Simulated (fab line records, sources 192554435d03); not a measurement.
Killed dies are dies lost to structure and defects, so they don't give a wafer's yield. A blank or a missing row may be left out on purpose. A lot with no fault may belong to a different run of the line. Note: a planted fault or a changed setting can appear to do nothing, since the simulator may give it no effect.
Chamber matching -- flow n5Finfet -- N5_BEOL_M3_DESCUM_16 on rieDiel-03 has 4 sister chambers
The step chemistry O2, time 7 s. 20 wafers are shown with their chamber, then 10 later ones without.

## EACH WAFER AND ITS CHAMBER
wafer,chamber,drypumpMotorCurrentA (A),showerheadPlenumPTorr (Torr),throttleValvePct (%)
L074.2,3,5.9,2.14,20.2
L074.3,0,5.8,2.21,21.0
L074.5,3,5.9,2.14,20.3
L077.1,3,5.9,2.13,20.2
L077.2,0,5.8,2.20,21.0
L077.3,2,6.0,1.99,20.4
L084.2,3,5.8,2.13,20.3
L084.3,1,4.9,2.15,20.3
L084.6,2,5.9,1.99,20.4
L087.1,0,5.8,2.20,21.1
L087.2,2,6.0,1.98,20.4
L087.5,1,4.9,2.14,20.4
L088.1,0,5.8,2.19,21.1
L088.5,1,4.9,2.14,20.4
L088.6,0,5.8,2.19,21.1
L089.1,0,5.8,2.19,21.0
L089.2,1,4.9,2.14,20.4
L089.6,0,5.8,2.19,21.0
L090.1,2,6.0,1.98,20.4
L090.4,3,5.9,2.12,20.3

SIGNATURES (means of the wafers above)
reading,chamber 0,chamber 1,chamber 2,chamber 3,scatter within a chamber
drypumpMotorCurrentA,5.800,4.900,5.975,5.880,0.0311
showerheadPlenumPTorr,2.1957,2.1425,1.9850,2.1320,0.00719
throttleValvePct,21.043,20.375,20.400,20.260,0.0479
Rule: a wafer's distance from a chamber is the root of the sum, over the readings, of the square of ((its reading less the chamber's mean) divided by the reading's scatter). The wafer belongs to the nearest chamber; if the next one is less than 2 further off, it can't be placed. The scatter: the root of (the sum of the squares of (reading less its chamber's mean) over the shown wafers, divided by (wafers less chambers)).

## WAFERS WITH NO CHAMBER GIVEN
wafer,drypumpMotorCurrentA (A),showerheadPlenumPTorr (Torr),throttleValvePct (%)
L090.5,4.9,2.14,20.4
L094.2,6.0,1.98,20.5
L094.3,4.9,2.14,20.4
L094.4,5.9,2.12,20.3
L095.3,5.9,2.12,20.3
L095.5,6.0,1.98,20.4
L095.6,4.9,2.14,20.4
L097.2,5.8,2.19,21.1
L097.4,4.9,2.13,20.4
L097.5,5.8,2.12,20.3

## WHICH CHAMBER EACH WENT THROUGH
wafer,from the rows above,in truth
L090.5,1,1
L094.2,2,2
L094.3,1,1
L094.4,3,3
L095.3,3,3
L095.5,2,2
L095.6,1,1
L097.2,0,0
L097.4,1,1
L097.5,3,3
10 of 10 placed correctly. From these rows, 0 cannot be placed. Placed wrongly: 0.
